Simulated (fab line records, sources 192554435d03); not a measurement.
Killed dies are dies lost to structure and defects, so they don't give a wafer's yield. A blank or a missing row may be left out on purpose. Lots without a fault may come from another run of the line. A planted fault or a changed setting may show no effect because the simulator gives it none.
Problem report in the 8D (eight disciplines) form, filled by code | flow n5_finfet | the parts of the form that need people (team, actions taken, sign-off) are left out

1. THE PROBLEM
killed_at_M4_up at N5_PASSIVATION_PROBE_49 reads a mean of 82 on 6 wafers of 2 lots; wafers without a fault read 14 with a standard deviation of 5.2. That is +13 standard deviations from the usual mean.
First seen on wafer L145.2, day 15 19:34, on prober-01. The record holds 12 wafers of 4 lots with a number at this step. Rule for "out", or "out of limits": more than 4 standard deviations from the usual mean. The other wafers with a number count as sound.

2. WHAT IT IS AND WHAT IT IS NOT
question                    | is                     | is not
which readings at this step | killed_at_M4_up        | killed_at_M0_to_M3, killed_at_contacts, killed_at_front_end, killed_at_other, killed_open, killed_short, sort_bin_6_memory
which lots                  | L145, L148             | L134, L135
which wafers of those lots  | all that have a number | -
read on which tools         | prober-01, prober-02   | -
when                        | from day 15 19:34      | up to then (6 sound wafers)

3. SUSPECTS, AND WHAT RULES EACH OUT
Counting: a tool at a process step up to the reading stays a suspect if it ran every lot that is out and no sound lot after the first of them.
- ald_metal-03 at N5_BEOL_M4_ALD_84 (deposits TaN, pulse time 2 s, purge time 3 s, co reactant purge time 2 s): kept. It ran every lot that is out, first L145 (day 11 05:34), and no sound lot after that; its last sound lot up to then is L135 (day 8 09:20).
- pvd_sputter-02 at N5_BEOL_M4_SPUTTER_81 (material Cu, target thk 4.5 nm, time 8.29 s): kept. It ran every lot that is out, first L145 (day 11 07:49), and no sound lot after that.
- pvd_sputter-02 at N5_BEOL_M4_ANNEAL_82 (time 240 s): kept. It ran every lot that is out, first L145 (day 11 07:54), and no sound lot after that.
- pvd_sputter-02 at N5_BEOL_M4_ANNEAL_91 (time 240 s): kept. It ran every lot that is out, first L145 (day 11 08:34), and no sound lot after that.
- pvd_sputter-02 at N5_BEOL_M4_SPUTTER_92 (material Cu, target thk 4.5 nm, time 8.29 s): kept. It ran every lot that is out, first L145 (day 11 08:42), and no sound lot after that.
- pvd_sputter-02 at N5_BEOL_M4_SPUTTER_96 (material Cu, target thk 4.5 nm, time 8.29 s): kept. It ran every lot that is out, first L145 (day 11 09:08), and no sound lot after that.
Left after counting: ald_metal-03 at N5_BEOL_M4_ALD_84, pvd_sputter-02 at N5_BEOL_M4_SPUTTER_81, pvd_sputter-02 at N5_BEOL_M4_ANNEAL_82, pvd_sputter-02 at N5_BEOL_M4_ANNEAL_91, pvd_sputter-02 at N5_BEOL_M4_SPUTTER_92, pvd_sputter-02 at N5_BEOL_M4_SPUTTER_96.

4. THE CAUSE (what the simulator had put in)
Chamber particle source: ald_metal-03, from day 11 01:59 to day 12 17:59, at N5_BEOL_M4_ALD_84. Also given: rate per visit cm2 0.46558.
Counting left 6 suspects, and this tool is among them.

5. THE CHAIN OF EFFECTS, in route order
Each row: a reading whose mean over the struck wafers that have a number lies more than 3 standard deviations from the usual. Only readings for which the record gives a usual standard deviation are gone through. hours: the time from each lot's start at the first step in this table that gives one to its start at this step, as a median over the lots. sigmas: the change in usual standard deviations.
hours | step                    | reading              | usual  | on struck wafers | change | sigmas
0     | N5_PASSIVATION_PROBE_49 | defect_limited_yield | 91.3 % | 85.7             | -5.6   | -4.0
0     | N5_PASSIVATION_PROBE_49 | killed_at_M4_up      | 14     | 82               | +68    | +13
0     | N5_PASSIVATION_PROBE_49 | killed_dies          | 103    | 169              | +66    | +3.9
0     | N5_PASSIVATION_PROBE_49 | sort_bin_5_function  | 5.0 %  | 9.3              | +4.3   | +4.7
0     | N5_PASSIVATION_PROBE_49 | sort_n_pass          | 1076   | 1006             | -70    | -4.1
0     | N5_PASSIVATION_PROBE_49 | sort_yield_pct       | 91.2 % | 85.3             | -5.9   | -4.2
The process steps in it:
- N5_PASSIVATION_PROBE_49

6. WHAT WOULD HAVE CAUGHT IT SOONER
In this record the first reading out of limits was taken at day 15 19:34, 114 hours after the fault began at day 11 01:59.
Of the tool readings at N5_BEOL_M4_ALD_84 for which the record gives a usual standard deviation, none was out on any struck wafer, so an alarm limit of 4 standard deviations on them would not have fired.
All the lots that are out (2) had begun N5_BEOL_M4_ALD_84 on ald_metal-03 by day 15 19:34. A hold on the tool at that time would have spared none of them.
